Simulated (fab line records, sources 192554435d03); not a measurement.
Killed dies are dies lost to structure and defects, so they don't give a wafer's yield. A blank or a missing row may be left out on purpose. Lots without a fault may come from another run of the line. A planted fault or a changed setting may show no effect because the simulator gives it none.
A struck lot beside a sound one | flow n5_finfet | 15 steps out of a route of 1938
Sound: wafers L822.2, L822.4, L822.6. Struck: wafers L834.3, L834.5, L834.6. The cause comes at the end.
At each step with rows: each side's tool, then ch and its chambers, then its first start. Under that, the readings that differ: sound wafers | struck wafers | difference of the means | sigmas: that difference in standard deviations of wafers without a fault.
alike: readings whose means differ by less than 2 such deviations, and words and numbers that are the same on both sides. not compared: withheld readings, readings that some wafer has no value for, bounds like >300 that may hide the same value, and numbers for which the record gives no deviation and whose values overlap.
The two part at a step that has a row with sigmas, a row that says differs or no value, or rows on one side only. Numbers that don't overlap but have no deviation are shown without sigmas and don't part them. A reading that every wafer of one side lacks parts them only if that side has two wafers or more.

first, 6 steps without rows for these wafers: N5_BEOL_M6_COAT_22 (resist thk 30 nm); N5_BEOL_M6_EBR_24; N5_BEOL_M6_SOFTBAKE_23 (time 60 s); N5_BEOL_M6_EXPOSE_25 (exposes mask V5, target cd 40 nm); N5_BEOL_M6_PEB_26 (peb time 60 s); N5_BEOL_M6_DEVELOP_27 (develop time 30 s).
N5_BEOL_M6_CD_MEAS_28: target cd 40 nm.
  sound on cd_sem-02 ch 0, day 13 14:01; struck on cd_sem-03 ch 0, day 17 03:09
  alike: cd_nm
N5_BEOL_M6_OVL_MEAS_29:
  sound on overlay-02 ch 0, day 13 14:02; struck on overlay-01 ch 0, day 17 03:11
  alike: V5_OVL
N5_BEOL_M6_INSPECT_30: inspects for defects (brightfield).
  sound on defect_inspect-02, day 13 14:06; struck on defect_inspect-02, day 17 03:14
  alike: raw_defect_count
N5_BEOL_M6_DESCUM_33: chemistry O2, time 7 s.
  sound on rie_diel-03 ch 0,2, day 13 14:08; struck on rie_diel-01 ch 1,3, day 17 03:18
  alike: bias_power_w, drypump_motor_current_A, oes_product_au, rf_fwd_power_W, rf_vpp_V, showerhead_plenum_p_Torr, throttle_valve_pct
  not compared: rf_hours_counter_h
N5_BEOL_M6_ETCH_72: etches underlayer in N2/H2, target depth 6.5 nm, time 5.2 s.
  sound on rie_diel-03 ch 0,2, day 13 14:10; struck on rie_diel-01 ch 1,3, day 17 03:20
  alike: bias_w, drypump_motor_current_A, etch_rf_on_time_s, oes_product_au, rf_fwd_power_W, rf_vpp_V, showerhead_plenum_p_Torr, throttle_valve_pct
  not compared: rf_hours_counter_h
N5_BEOL_M6_ETCH_65: etches SiARC in CF4, target depth 15.6 nm, time 26 s.
  sound on rie_diel-03 ch 0,2, day 13 14:11; struck on rie_diel-01 ch 1,3, day 17 03:21
  alike: bias_w, cf4_flow_sccm, drypump_motor_current_A, etch_rf_on_time_s, oes_product_au, rf_fwd_power_W, rf_vpp_V, showerhead_plenum_p_Torr, throttle_valve_pct
  not compared: rf_hours_counter_h
N5_BEOL_M6_ETCH_66: etches SOC in N2/H2, target depth 80 nm, overetch 16 nm, time 120 s.
  sound on rie_diel-03 ch 0,2, day 13 14:13; struck on rie_diel-01 ch 1,3, day 17 03:23
  reading      | sound             | struck            | difference | sigmas
  bias_w (W)   | 150.7 150.8 149.5 | 143.7 144.5 143.6 | -6.4       | -14
  rf_vpp_V (V) | 524.8 522.8 524.1 | 509.0 507.1 508.0 | -15.9      | -7
  alike: drypump_motor_current_A, oes_product_au, rf_fwd_power_W, showerhead_plenum_p_Torr, throttle_valve_pct
  not compared: rf_hours_counter_h, model.SiARC_of_BEOL_M6_COAT_64.thk_nm
then, 2 steps without rows for these wafers: N5_BEOL_M6_STRIP_69 (strips in N2/H2); N5_PASSIVATION_PROBE_49.

WHERE THEY PART
Only at N5_BEOL_M6_ETCH_66, within this record.

WHY: what the simulator had put in
Process parameter drift: rie_diel-01, from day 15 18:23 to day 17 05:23, at N5_BEOL_M6_ETCH_66. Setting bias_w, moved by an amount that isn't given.
